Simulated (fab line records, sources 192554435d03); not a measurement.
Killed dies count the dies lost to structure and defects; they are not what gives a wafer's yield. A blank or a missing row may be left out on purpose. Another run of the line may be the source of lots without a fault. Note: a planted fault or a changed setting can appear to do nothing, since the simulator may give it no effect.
fab line records + flow n5-finfet
[record]
- lots = 14
- wafers = 38
- last-day = 18
route steps=1938 shown BEOL_M6@1195
lots with no fault: from the same line, run without faults
start-h: hours from the record's opening day to when the first of the lot's shown wafers began + wait-h: hours from the lot's prior step to this one + " identical to the entry in the row above + L1.1+2: a single row standing in for several wafers + - either no value or no given start + * or withheld: withheld + < > ~ a bound
route shown NAME@n: names a module that has steps shown in the file, with the first one's number in the route + usual: mean and standard deviation over wafers with no fault + same: alike in all rows + chamber/n: place in a boat + sites: the reading at each site + _std_site: standard deviation across them + _edge_site: mean of outer sites minus mean of inner sites + radius-mm: how far each site lies from the wafer's centre + mask NAME#n: copy n + behind: tool/chamber where the wafer was last shaped + hold: why the lot went on hold/how many hours it stayed there/how the hold came to an end + device: the n, p or np transistor that did not switch + end of line: tests of these same wafers at the route's end + a step without rows: its recipe alone + killed: dies lost to structure and defects at the first sort, not the wafer's yield + map: a wafer's dies, x killed, . not, _ none there
set.NAME: the run value of the setting; set.NAME@STEP: its run value at that earlier step + model.NAME: the simulator's own value behind a step, which no gauge read
the route's steps for a sample of lots (tables are steps, rows are wafers)
services: from which hour (start-h, from the record's first day; less than 0 if before it) a tool's chamber was out of use, for how many hours, and why
[[steps]]
[step N5_BEOL_M6_CURE_74]
[recipe]
- temp-c = 385
- time-s = 240
- ambient = He/Ar
- material = SiCOH_lowk
[usual]
- lamp-power-pct = 52.31/0.056
- wafer_temp_C_max = 386.9/0.57
[same]
- time-s = 240
| lot.wafer | tool       | chamber | start-h | wait-h | lamp-power-pct | wafer_temp_C_max |
|-----------|------------|---------|---------|--------|----------------|------------------|
| L796.1    | uv-cure-01 | 0       | 218.46  | 0.0    | 52.28          | 387.2            |
| L796.2    | "          | 0       | "       | "      | 52.28          | 386.6            |
| L796.5    | "          | 0       | "       | "      | 52.40          | 386.6            |
| L795.3    | uv-cure-03 | 2       | 220.42  | 0.2    | 52.34          | 386.5            |
| L795.4    | "          | 2       | "       | "      | 52.32          | 387.5            |
| L795.6    | "          | 2       | "       | "      | 52.33          | 388.4            |
| L797.1    | uv-cure-03 | 1       | 226.25  | 0.0    | 52.30          | 387.0            |
| L797.3    | "          | 1       | "       | "      | 52.25          | 388.4            |
| L797.6    | "          | 1       | "       | "      | 52.28          | 387.3            |
| L802.4    | uv-cure-01 | 0       | 231.15  | 0.3    | 52.26          | 386.6            |
| L802.5    | "          | 0       | "       | "      | 52.35          | 387.0            |
| L800.4    | uv-cure-01 | 2       | 235.08  | 0.3    | 52.20          | 386.7            |
| L800.5    | "          | 2       | "       | "      | 52.17          | 387.5            |
| L798.1    | uv-cure-01 | 1       | 258.16  | 0.0    | 52.24          | 386.6            |
| L798.4    | "          | 1       | "       | "      | 52.24          | 385.9            |
| L798.5    | "          | 1       | "       | "      | 52.20          | 387.1            |
| L803.3    | uv-cure-01 | 1       | 262.14  | 0.2    | 52.33          | 386.0            |
| L803.5    | "          | 1       | "       | "      | 52.34          | 386.1            |
| L803.6    | "          | 1       | "       | "      | 52.21          | 386.4            |
| L804.2    | uv-cure-03 | 0       | 263.05  | 0.1    | 52.25          | 386.5            |
| L804.5    | "          | 0       | "       | "      | 52.32          | 386.2            |
| L804.6    | "          | 0       | "       | "      | 52.26          | 386.3            |
| L807.3    | uv-cure-03 | 0       | 290.01  | 0.2    | 52.27          | 386.4            |
| L807.4    | "          | 0       | "       | "      | 52.24          | 386.9            |
| L807.5    | "          | 0       | "       | "      | 52.29          | 386.5            |
| L813.2    | uv-cure-01 | 0       | 316.94  | 0.1    | 52.36          | 386.5            |
| L813.6    | "          | 0       | "       | "      | 52.35          | 386.8            |
| L814.2    | uv-cure-01 | 1       | 318.50  | 0.1    | 52.27          | 387.1            |
| L814.4    | "          | 1       | "       | "      | 52.24          | 386.2            |
| L815.4    | uv-cure-03 | 1       | 321.37  | 0.3    | 52.38          | 387.5            |
| L815.5    | "          | 1       | "       | "      | 52.26          | 388.3            |
| L815.6    | "          | 1       | "       | "      | 52.35          | 388.1            |
| L817.2    | uv-cure-02 | 0       | 336.01  | 0.1    | 52.35          | 387.1            |
| L817.3    | "          | 0       | "       | "      | 52.31          | 387.7            |
| L817.6    | "          | 0       | "       | "      | 52.32          | 387.3            |
| L816.1    | uv-cure-02 | 2       | 336.78  | 0.0    | 52.25          | 387.2            |
| L816.3    | "          | 2       | "       | "      | 52.36          | 387.3            |
| L816.5    | "          | 2       | "       | "      | 52.36          | 386.8            |
[step N5_BEOL_M6_CD_MEAS_11]
[recipe]
- target-cd-nm = 38.5
- landing-energy-ev = 500
- detector = se-inlens
- polarity = opening
[usual]
- cd-nm = 38.6/0.47
| lot.wafer | tool      | chamber | start-h | wait-h | cd-nm |
|-----------|-----------|---------|---------|--------|-------|
| L796.1    | cd-sem-01 | 0       | 221.44  | -      | 38.7  |
| L796.2    | "         | 0       | "       | "      | 38.7  |
| L796.5    | "         | 0       | "       | "      | 38.5  |
| L795.3    | cd-sem-02 | 0       | 221.65  | -      | 39.1  |
| L795.4    | "         | 0       | "       | "      | 38.8  |
| L795.6    | "         | 0       | "       | "      | 38.8  |
| L797.1    | cd-sem-02 | 0       | 230.45  | -      | 38.6  |
| L797.3    | "         | 0       | "       | "      | 38.2  |
| L797.6    | "         | 0       | "       | "      | 37.8  |
| L802.4    | cd-sem-01 | 0       | 233.16  | -      | 39.4  |
| L802.5    | "         | 0       | "       | "      | 38.5  |
| L800.4    | cd-sem-03 | 0       | 236.61  | -      | 38.8  |
| L800.5    | "         | 0       | "       | "      | 39.7  |
| L798.1    | cd-sem-02 | 0       | 259.96  | -      | 38.5  |
| L798.4    | "         | 0       | "       | "      | 38.4  |
| L798.5    | "         | 0       | "       | "      | 38.2  |
| L803.3    | cd-sem-01 | 0       | 264.99  | -      | 38.5  |
| L803.5    | "         | 0       | "       | "      | 38.3  |
| L803.6    | "         | 0       | "       | "      | 38.1  |
| L804.2    | cd-sem-02 | 0       | 265.03  | -      | 38.7  |
| L804.5    | "         | 0       | "       | "      | 37.5  |
| L804.6    | "         | 0       | "       | "      | 38.4  |
| L807.3    | cd-sem-03 | 0       | 292.57  | -      | 38.7  |
| L807.4    | "         | 0       | "       | "      | 38.2  |
| L807.5    | "         | 0       | "       | "      | 39.2  |
| L813.2    | cd-sem-02 | 0       | 318.07  | -      | 39.1  |
| L813.6    | "         | 0       | "       | "      | 38.1  |
| L814.2    | cd-sem-02 | 0       | 320.21  | -      | 37.4  |
| L814.4    | "         | 0       | "       | "      | 37.7  |
| L815.4    | cd-sem-02 | 0       | 323.40  | -      | 39.6  |
| L815.5    | "         | 0       | "       | "      | 38.3  |
| L815.6    | "         | 0       | "       | "      | 38.3  |
| L817.2    | cd-sem-02 | 0       | 339.78  | -      | 38.1  |
| L817.3    | "         | 0       | "       | "      | 37.9  |
| L817.6    | "         | 0       | "       | "      | 38.5  |
| L816.1    | cd-sem-01 | 0       | 339.82  | -      | 38.7  |
| L816.3    | "         | 0       | "       | "      | 38.4  |
| L816.5    | "         | 0       | "       | "      | 38.7  |
[step N5_BEOL_M6_OVL_MEAS_12]
[recipe]
- points-per-wafer = 44
[usual]
- M6_OVL = -0.1/0.83
| lot.wafer | tool       | chamber | start-h | wait-h | M6_OVL[nm] |
|-----------|------------|---------|---------|--------|------------|
| L796.1    | overlay-01 | 0       | 221.47  | 0.0    | 0.9        |
| L796.2    | "          | 0       | "       | "      | 0.8        |
| L796.5    | "          | 0       | "       | "      | 0.4        |
| L795.3    | overlay-02 | 0       | 221.67  | 0.0    | -0.6       |
| L795.4    | "          | 0       | "       | "      | 0.2        |
| L795.6    | "          | 0       | "       | "      | 0.1        |
| L797.1    | overlay-01 | 0       | 230.48  | 0.0    | 0.4        |
| L797.3    | "          | 0       | "       | "      | 0.5        |
| L797.6    | "          | 0       | "       | "      | 0.1        |
| L802.4    | overlay-02 | 0       | 233.19  | 0.0    | -0.2       |
| L802.5    | "          | 0       | "       | "      | -0.5       |
| L800.4    | overlay-02 | 0       | 236.63  | 0.0    | 1.7        |
| L800.5    | "          | 0       | "       | "      | 1.6        |
| L798.1    | overlay-02 | 0       | 259.99  | 0.0    | -1.0       |
| L798.4    | "          | 0       | "       | "      | 0.4        |
| L798.5    | "          | 0       | "       | "      | -0.9       |
| L803.3    | overlay-02 | 0       | 265.02  | 0.0    | -0.3       |
| L803.5    | "          | 0       | "       | "      | -0.2       |
| L803.6    | "          | 0       | "       | "      | -0.4       |
| L804.2    | overlay-01 | 0       | 265.06  | 0.0    | -0.5       |
| L804.5    | "          | 0       | "       | "      | -0.3       |
| L804.6    | "          | 0       | "       | "      | -0.5       |
| L807.3    | overlay-02 | 0       | 292.60  | 0.0    | -0.7       |
| L807.4    | "          | 0       | "       | "      | -0.3       |
| L807.5    | "          | 0       | "       | "      | -0.6       |
| L813.2    | overlay-02 | 0       | 318.10  | 0.0    | 0.2        |
| L813.6    | "          | 0       | "       | "      | 0.4        |
| L814.2    | overlay-01 | 0       | 320.24  | 0.0    | 1.4        |
| L814.4    | "          | 0       | "       | "      | 1.0        |
| L815.4    | overlay-01 | 0       | 323.43  | 0.0    | -0.2       |
| L815.5    | "          | 0       | "       | "      | -0.6       |
| L815.6    | "          | 0       | "       | "      | -0.5       |
| L817.2    | overlay-01 | 0       | 339.81  | 0.0    | 1.2        |
| L817.3    | "          | 0       | "       | "      | -1.2       |
| L817.6    | "          | 0       | "       | "      | 1.4        |
| L816.1    | overlay-01 | 0       | 339.85  | 0.0    | -1.4       |
| L816.3    | "          | 0       | "       | "      | -0.9       |
| L816.5    | "          | 0       | "       | "      | -1.0       |
[step N5_BEOL_M6_ETCH_62]
[recipe]
- chemistry = N2/H2
- target = SOC
- target-depth-a = 1100
- overetch-a = 220
- mask-material = SiARC
- temp-c = 40
- time-s = 165
- ion-energy-ev = 200
- pressure-mtorr = 30
- source-w = 840
- bias-w = 150
- n2-flow-sccm = 200
- h2-flow-sccm = 200
[usual]
- bias-w = 150.0/0.49
- chamber-pressure-mTorr = 29.999/0.025
- drypump-motor-current-A = 5.7/0.46
- oes-product-au = 0.69/0.071
- rf-fwd-power-W = 838.2/2.7
- rf-vpp-V = 522.7/2
- showerhead-plenum-p-Torr = 2.50/0.07
- throttle-valve-pct = 17.77/0.28
- time-s = 165/0
| lot.wafer | tool        | chamber | start-h | wait-h | bias-w | chamber-pressure-mTorr | drypump-motor-current-A | oes-product-au | rf-fwd-power-W | rf-hours-counter-h | rf-vpp-V | showerhead-plenum-p-Torr | throttle-valve-pct | time-s |
|-----------|-------------|---------|---------|--------|--------|------------------------|-------------------------|----------------|----------------|--------------------|----------|--------------------------|--------------------|--------|
| L796.1    | rie-diel-06 | 0       | 221.69  | 0.0    | 150.4  | 29.990                 | 5.8                     | 0.65           | 839.7          | 129                | 519.7    | 2.43                     | 17.47              | 165    |
| L796.2    | "           | 2       | "       | "      | 149.8  | 29.975                 | 4.9                     | 0.74           | 836.9          | 53                 | 524.5    | 2.59                     | 18.07              | 165    |
| L796.5    | "           | 0       | "       | "      | 150.4  | 29.979                 | 5.8                     | 0.65           | 836.9          | -                  | 520.1    | 2.43                     | 17.46              | 165    |
| L795.3    | rie-diel-06 | 2       | 222.20  | 0.0    | 148.6  | 29.994                 | 4.9                     | 0.75           | 830.3          | 54                 | 524.0    | 2.59                     | 18.05              | 165    |
| L795.4    | "           | 0       | "       | "      | 149.0  | 30.037                 | 5.8                     | 0.66           | 839.1          | -                  | 520.3    | 2.43                     | 17.48              | 165    |
| L795.6    | "           | 3       | "       | "      | 149.5  | 30.017                 | 6.0                     | 0.57           | 836.8          | -                  | 522.7    | 2.50                     | 18.18              | 165    |
| L797.1    | rie-diel-06 | 1       | 230.78  | 0.0    | 149.8  | 30.057                 | 5.7                     | 0.58           | 839.1          | 229                | 523.9    | 2.49                     | 17.94              | 165    |
| L797.3    | "           | 0       | "       | "      | 149.5  | 29.985                 | 5.8                     | 0.65           | 839.1          | 133                | 522.5    | 2.43                     | 17.48              | 165    |
| L797.6    | "           | 0       | "       | "      | 149.9  | 29.981                 | 5.8                     | 0.65           | 836.5          | -                  | 522.4    | 2.43                     | 17.46              | 165    |
| L802.4    | rie-diel-01 | 1       | 233.34  | 0.0    | 150.1  | 29.972                 | 6.3                     | 0.77           | 837.5          | 15                 | 523.9    | 2.47                     | 17.45              | 165    |
| L802.5    | "           | 1       | "       | "      | 149.2  | 29.978                 | 6.3                     | 0.79           | 839.5          | -                  | 521.6    | 2.47                     | 17.44              | 165    |
| L800.4    | rie-diel-01 | 2       | 236.96  | 0.0    | 150.7  | 29.967                 | 5.8                     | 0.73           | 839.5          | 46                 | 521.9    | 2.46                     | 17.71              | 165    |
| L800.5    | "           | 1       | "       | "      | 150.0  | 29.950                 | 6.3                     | 0.78           | 843.6          | -                  | 523.4    | 2.47                     | 17.43              | 165    |
| L798.1    | rie-diel-03 | 3       | 260.19  | 0.0    | 150.7  | 30.016                 | 5.8                     | 0.65           | 839.0          | 124                | 523.2    | 2.56                     | 18.09              | 165    |
| L798.4    | "           | 0       | "       | "      | 149.9  | 30.009                 | 5.2                     | 0.59           | 838.2          | 214                | 520.2    | 2.43                     | 18.01              | 165    |
| L798.5    | "           | 0       | "       | "      | 149.6  | 29.982                 | 5.2                     | 0.59           | 835.1          | -                  | 520.3    | 2.43                     | 18.00              | 165    |
| L803.3    | rie-diel-03 | 0       | 265.17  | 0.0    | -      | -                      | -                       | -              | -              | -                  | -        | -                        | -                  | -      |
| L803.5    | "           | 0       | "       | "      | -      | -                      | -                       | -              | -              | -                  | -        | -                        | -                  | -      |
| L803.6    | "           | 3       | "       | "      | -      | -                      | -                       | -              | -              | -                  | -        | -                        | -                  | -      |
| L804.2    | rie-diel-01 | 3       | 265.21  | 0.0    | -      | -                      | -                       | -              | -              | -                  | -        | -                        | -                  | -      |
| L804.5    | "           | 2       | "       | "      | -      | -                      | -                       | -              | -              | -                  | -        | -                        | -                  | -      |
| L804.6    | "           | 1       | "       | "      | -      | -                      | -                       | -              | -              | -                  | -        | -                        | -                  | -      |
| L807.3    | rie-diel-06 | 2       | 292.75  | 0.0    | 149.9  | 29.991                 | 4.9                     | 0.71           | 839.1          | 83                 | 524.4    | 2.57                     | 18.09              | 165    |
| L807.4    | "           | 3       | "       | "      | 149.7  | 29.991                 | 6.0                     | 0.78           | 843.7          | -                  | 522.0    | 2.49                     | 17.76              | 165    |
| L807.5    | "           | 0       | "       | "      | 150.1  | 30.016                 | 5.8                     | 0.63           | 845.6          | -                  | 521.3    | 2.42                     | 17.51              | 165    |
| L813.2    | rie-diel-03 | 3       | 318.61  | 0.0    | 150.3  | 30.009                 | 5.8                     | 0.63           | 837.8          | 144                | 523.5    | 2.55                     | 18.11              | 165    |
| L813.6    | "           | 0       | "       | "      | 150.6  | 30.032                 | 5.2                     | 0.58           | 838.6          | -                  | 521.4    | 2.42                     | 18.02              | 165    |
| L814.2    | rie-diel-06 | 3       | 320.39  | 0.0    | 150.0  | 29.944                 | 6.0                     | 0.76           | 840.5          | 24                 | 520.4    | 2.49                     | 17.77              | 165    |
| L814.4    | "           | 2       | "       | "      | 149.4  | 29.981                 | 4.9                     | 0.71           | 839.7          | 95                 | 525.6    | 2.57                     | 18.13              | 165    |
| L815.4    | rie-diel-01 | 2       | 323.71  | 0.0    | 149.9  | 30.008                 | 5.8                     | 0.69           | 833.6          | 78                 | 523.0    | 2.45                     | 17.76              | 165    |
| L815.5    | "           | 3       | "       | "      | 150.3  | 29.997                 | 6.1                     | 0.66           | 835.3          | -                  | 520.6    | 2.45                     | 17.51              | 165    |
| L815.6    | "           | 0       | "       | "      | 149.8  | 30.031                 | 4.9                     | 0.74           | 841.0          | -                  | 521.5    | 2.49                     | 17.89              | 165    |
| L817.2    | rie-diel-03 | 0       | 339.97  | 0.0    | 150.1  | 30.006                 | 5.2                     | 0.58           | 833.8          | 243                | 521.9    | 2.42                     | 18.04              | 165    |
| L817.3    | "           | 3       | "       | "      | 150.3  | 30.005                 | 5.8                     | 0.63           | 839.7          | 152                | 523.7    | 2.55                     | 18.14              | 165    |
| L817.6    | "           | 1       | "       | "      | 149.1  | 29.989                 | 5.9                     | 0.71           | 838.4          | -                  | 524.2    | 2.57                     | 17.37              | 165    |
| L816.1    | rie-diel-06 | 3       | 340.02  | 0.0    | 151.0  | 29.988                 | 6.0                     | 0.74           | 836.8          | 32                 | 522.8    | 2.48                     | 17.80              | 165    |
| L816.3    | "           | 2       | "       | "      | 149.2  | 30.028                 | 4.9                     | 0.70           | 838.9          | 103                | 524.2    | 2.56                     | 18.12              | 165    |
| L816.5    | "           | 0       | "       | "      | 149.7  | 30.014                 | 5.7                     | 0.62           | 839.6          | -                  | 520.8    | 2.41                     | 17.55              | 165    |
[step N5_BEOL_M6_HM_OPEN_17]
[recipe]
- chemistry = Cl2/BCl3
- target-depth-a = 200
- overetch-a = 60
- target = TiN
- mask-material = SOC
- ion-energy-ev = 150
- pressure-mtorr = 10
- icp-w = 1000
- bias-w = 126
- Cl2_flow_sccm = 53.25
- bcl3-flow-sccm = 21.75
- Ar_flow_sccm = 25
[usual]
- bias-w = 126.0/0.37
- drypump-motor-current-A = 5.8/0.46
- oes-product-au = 0.70/0.065
- rf-fwd-power-W = 992/3.7
- throttle-valve-pct = 22.20/0.23
| lot.wafer | tool         | chamber | start-h | wait-h | bias-w | drypump-motor-current-A | oes-product-au | rf-fwd-power-W | rf-hours-counter-h | throttle-valve-pct |
|-----------|--------------|---------|---------|--------|--------|-------------------------|----------------|----------------|--------------------|--------------------|
| L796.1    | rie-metal-03 | 1       | 221.87  | 0.0    | 126.2  | 5.8                     | 0.77           | 989            | 10                 | 21.89              |
| L796.2    | "            | 0       | "       | "      | 126.1  | 5.7                     | 0.79           | 996            | 9                  | 22.00              |
| L796.5    | "            | 1       | "       | "      | 125.6  | 5.8                     | 0.77           | 993            | -                  | 21.88              |
| L795.3    | rie-metal-02 | 1       | 222.42  | 0.1    | 126.5  | 6.4                     | 0.77           | 987            | -                  | 22.14              |
| L795.4    | "            | 0       | "       | "      | 126.4  | 5.1                     | 0.74           | 998            | -                  | 22.28              |
| L795.6    | "            | 1       | "       | "      | 127.1  | 6.4                     | 0.79           | 991            | -                  | 22.16              |
| L797.1    | rie-metal-02 | 0       | 230.96  | 0.0    | 125.4  | 5.0                     | 0.72           | 998            | 15                 | 22.31              |
| L797.3    | "            | 1       | "       | "      | 126.5  | 6.4                     | 0.76           | 985            | -                  | 22.18              |
| L797.6    | "            | 0       | "       | "      | 126.0  | 5.0                     | 0.72           | 997            | -                  | 22.31              |
| L802.4    | rie-metal-03 | 1       | 233.56  | 0.1    | 126.1  | 5.8                     | 0.77           | 996            | -                  | 21.89              |
| L802.5    | "            | 0       | "       | "      | 125.5  | 5.7                     | 0.78           | 993            | -                  | 22.02              |
| L800.4    | rie-metal-03 | 0       | 237.18  | 0.1    | 126.0  | 5.6                     | 0.77           | 988            | -                  | 22.02              |
| L800.5    | "            | 1       | "       | "      | 125.8  | 5.8                     | 0.76           | 989            | -                  | 21.88              |
| L798.1    | rie-metal-02 | 0       | 260.38  | 0.0    | 126.1  | 5.1                     | 0.70           | 994            | 16                 | 22.35              |
| L798.4    | "            | 1       | "       | "      | 125.3  | 6.4                     | 0.75           | 991            | -                  | 22.18              |
| L798.5    | "            | 1       | "       | "      | 125.2  | 6.4                     | 0.75           | 984            | -                  | 22.18              |
| L803.3    | rie-metal-02 | 0       | 265.38  | 0.1    | 125.8  | 5.1                     | 0.31           | 995            | -                  | 22.96              |
| L803.5    | "            | 1       | "       | "      | 126.6  | 6.4                     | 0.32           | 995            | -                  | 22.83              |
| L803.6    | "            | 0       | "       | "      | 125.8  | 5.0                     | 0.31           | 999            | -                  | 22.98              |
| L804.2    | rie-metal-01 | 1       | 265.40  | 0.0    | 125.9  | 6.2                     | 0.26           | 991            | 74                 | 23.28              |
| L804.5    | "            | 1       | "       | "      | 126.0  | 6.3                     | 0.26           | 989            | -                  | 23.27              |
| L804.6    | "            | 0       | "       | "      | 126.2  | 5.7                     | 0.28           | 990            | -                  | 22.70              |
| L807.3    | rie-metal-01 | 1       | 292.97  | 0.1    | 126.1  | 6.2                     | 0.59           | 992            | -                  | 22.63              |
| L807.4    | "            | 0       | "       | "      | 126.4  | 5.7                     | 0.65           | 995            | -                  | 22.05              |
| L807.5    | "            | 0       | "       | "      | 125.7  | 5.7                     | 0.63           | 987            | -                  | 22.07              |
| L813.2    | rie-metal-02 | 1       | 318.79  | 0.0    | 126.5  | 6.4                     | 0.75           | 985            | 22                 | 22.15              |
| L813.6    | "            | 1       | "       | "      | 126.1  | 6.4                     | 0.75           | 986            | -                  | 22.17              |
| L814.2    | rie-metal-02 | 0       | 320.58  | 0.0    | 125.6  | 5.1                     | 0.71           | 989            | 21                 | 22.31              |
| L814.4    | "            | 1       | "       | "      | 126.2  | 6.4                     | 0.74           | 986            | -                  | 22.17              |
| L815.4    | rie-metal-01 | 1       | 323.92  | 0.1    | 125.7  | 6.2                     | 0.59           | 992            | -                  | 22.67              |
| L815.5    | "            | 1       | "       | "      | 125.8  | 6.3                     | 0.58           | 988            | -                  | 22.65              |
| L815.6    | "            | 0       | "       | "      | 125.4  | 5.6                     | 0.61           | 991            | -                  | 22.06              |
| L817.2    | rie-metal-01 | 0       | 340.16  | 0.0    | 126.0  | 5.7                     | 0.62           | 987            | 68                 | 22.08              |
| L817.3    | "            | 1       | "       | "      | 125.7  | 6.3                     | 0.59           | 988            | -                  | 22.64              |
| L817.6    | "            | 0       | "       | "      | 126.2  | 5.7                     | 0.63           | 986            | -                  | 22.06              |
| L816.1    | rie-metal-03 | 0       | 340.20  | 0.0    | 126.1  | 5.7                     | 0.74           | 996            | 18                 | 22.04              |
| L816.3    | "            | 1       | "       | "      | 125.0  | 5.8                     | 0.72           | 994            | -                  | 21.93              |
| L816.5    | "            | 1       | "       | "      | 125.3  | 5.8                     | 0.71           | 996            | -                  | 21.92              |
[step N5_BEOL_M6_CD_MEAS_18]
[recipe]
- pitch-nm = 80
- target-cd-nm = 40
[usual]
- cd-nm = 40.1/0.6
| lot.wafer | tool      | chamber | start-h | wait-h | cd-nm |
|-----------|-----------|---------|---------|--------|-------|
| L796.1    | cd-sem-02 | -       | 222.14  | 0.0    | 39.9  |
| L796.2    | "         | -       | "       | "      | 40.6  |
| L796.5    | "         | -       | "       | "      | 39.9  |
| L795.3    | cd-sem-01 | -       | 222.59  | 0.1    | 40.7  |
| L795.4    | "         | -       | "       | "      | 40.0  |
| L795.6    | "         | -       | "       | "      | 40.2  |
| L797.1    | cd-sem-03 | -       | 231.14  | 0.0    | 39.9  |
| L797.3    | "         | -       | "       | "      | 39.7  |
| L797.6    | "         | -       | "       | "      | 38.8  |
| L802.4    | cd-sem-02 | -       | 233.71  | 0.1    | 40.6  |
| L802.5    | "         | -       | "       | "      | 40.2  |
| L800.4    | cd-sem-02 | -       | 237.51  | 0.1    | 39.8  |
| L800.5    | "         | -       | "       | "      | 41.1  |
| L798.1    | cd-sem-03 | -       | 260.89  | 0.0    | 40.1  |
| L798.4    | "         | -       | "       | "      | 39.7  |
| L798.5    | "         | -       | "       | "      | 40.3  |
| L803.3    | cd-sem-03 | -       | 265.54  | 0.1    | -     |
| L803.5    | "         | -       | "       | "      | -     |
| L803.6    | "         | -       | "       | "      | -     |
| L804.2    | cd-sem-02 | -       | 265.58  | 0.1    | -     |
| L804.5    | "         | -       | "       | "      | -     |
| L804.6    | "         | -       | "       | "      | -     |
| L807.3    | cd-sem-01 | -       | 293.12  | 0.1    | 40.5  |
| L807.4    | "         | -       | "       | "      | 40.7  |
| L807.5    | "         | -       | "       | "      | 40.6  |
| L813.2    | cd-sem-02 | -       | 319.28  | 0.1    | 40.1  |
| L813.6    | "         | -       | "       | "      | 39.8  |
| L814.2    | cd-sem-02 | -       | 320.79  | 0.1    | 38.5  |
| L814.4    | "         | -       | "       | "      | 38.8  |
| L815.4    | cd-sem-03 | -       | 324.08  | 0.1    | 40.6  |
| L815.5    | "         | -       | "       | "      | 39.6  |
| L815.6    | "         | -       | "       | "      | 39.9  |
| L817.2    | cd-sem-01 | -       | 340.34  | 0.1    | 39.2  |
| L817.3    | "         | -       | "       | "      | 39.2  |
| L817.6    | "         | -       | "       | "      | 39.5  |
| L816.1    | cd-sem-03 | -       | 340.38  | 0.0    | 40.3  |
| L816.3    | "         | -       | "       | "      | 39.3  |
| L816.5    | "         | -       | "       | "      | 39.8  |
[[services]]
| tool         | chamber | start-h | hours | kind                          |
|--------------|---------|---------|-------|-------------------------------|
| uv-cure-02   | -       | 195.47  | 8.4   | repair                        |
| rie-diel-03  | 2       | 201.74  | 28.7  | repair                        |
| uv-cure-03   | -       | 209.58  | 1.0   | pm                            |
| rie-diel-06  | 1       | 214.36  | 13.2  | repair                        |
| rie-diel-03  | -       | 219.88  | 28.1  | pm                            |
| rie-metal-02 | -       | 235.86  | 2.8   | pm                            |
| uv-cure-02   | -       | 237.16  | 28.1  | pm                            |
| rie-diel-01  | 0       | 238.87  | -     | clean                         |
| rie-diel-01  | 0       | 238.87  | -     | consumable-replace:focus-ring |
| rie-diel-06  | 3       | 242.28  | -     | clean                         |
| rie-diel-06  | 3       | 242.28  | -     | consumable-replace:focus-ring |
| rie-diel-06  | 3       | 242.28  | 19.6  | scheduled-down                |
| rie-diel-06  | 3       | 242.28  | 19.6  | vent-cycle                    |
| rie-metal-01 | -       | 242.61  | 0.2   | repair                        |
| rie-diel-06  | 1       | 282.21  | -     | clean                         |
| rie-diel-06  | 1       | 282.21  | -     | consumable-replace:focus-ring |
| rie-diel-06  | 1       | 282.21  | 13.8  | scheduled-down                |
| rie-diel-06  | 1       | 282.21  | 13.8  | vent-cycle                    |
| rie-diel-01  | 2       | 306.55  | 1.8   | repair                        |
| uv-cure-02   | -       | 316.90  | 6.8   | repair                        |
| rie-diel-01  | -       | 317.64  | 2.8   | pm                            |
| uv-cure-01   | -       | 324.70  | 12.8  | repair                        |
| uv-cure-03   | -       | 325.06  | 2.2   | repair                        |
| uv-cure-02   | -       | 332.43  | 1.0   | pm                            |
[[key]]
[first-sign]
- step = N5_BEOL_M6_ETCH_62
- reading = tool-record
- direction = missing
[effect]
- step = N5_BEOL_M6_HM_OPEN_17
- reading = oes-product-au
- direction = down
- sigmas = 6.3
- usual = 0.70
- struck = 0.29
[effect]
- step = N5_BEOL_M6_CD_MEAS_18
- reading = cd-nm
- direction = missing
met-at N5_BEOL_M6_ETCH_62
struck-lots L803,L804
later-rows-left-out L803.3,L803.5,L803.6,L804.2,L804.5,L804.6
sort-left-out L803.3,L803.5,L803.6,L804.2,L804.5,L804.6
not-acting-at N5_BEOL_M6_CURE_74,N5_BEOL_M6_CD_MEAS_11,N5_BEOL_M6_OVL_MEAS_12
onset-between 236.96 265.17
[fault]
- kind = skipped-step-whole
- tool = rie-diel-01,rie-diel-03
- chamber = -
- onset-h = 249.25
- steps = N5_BEOL_M6_ETCH_62
- scope = struck-lots-only
// sort-left-out: the simulated sort isn't trusted on such a fault, so these wafers' sort isn't shown, and their yield isn't known
// later-rows-left-out: the simulator's readings of these wafers behind a module that went badly wrong aren't trusted and aren't shown, but for the sort
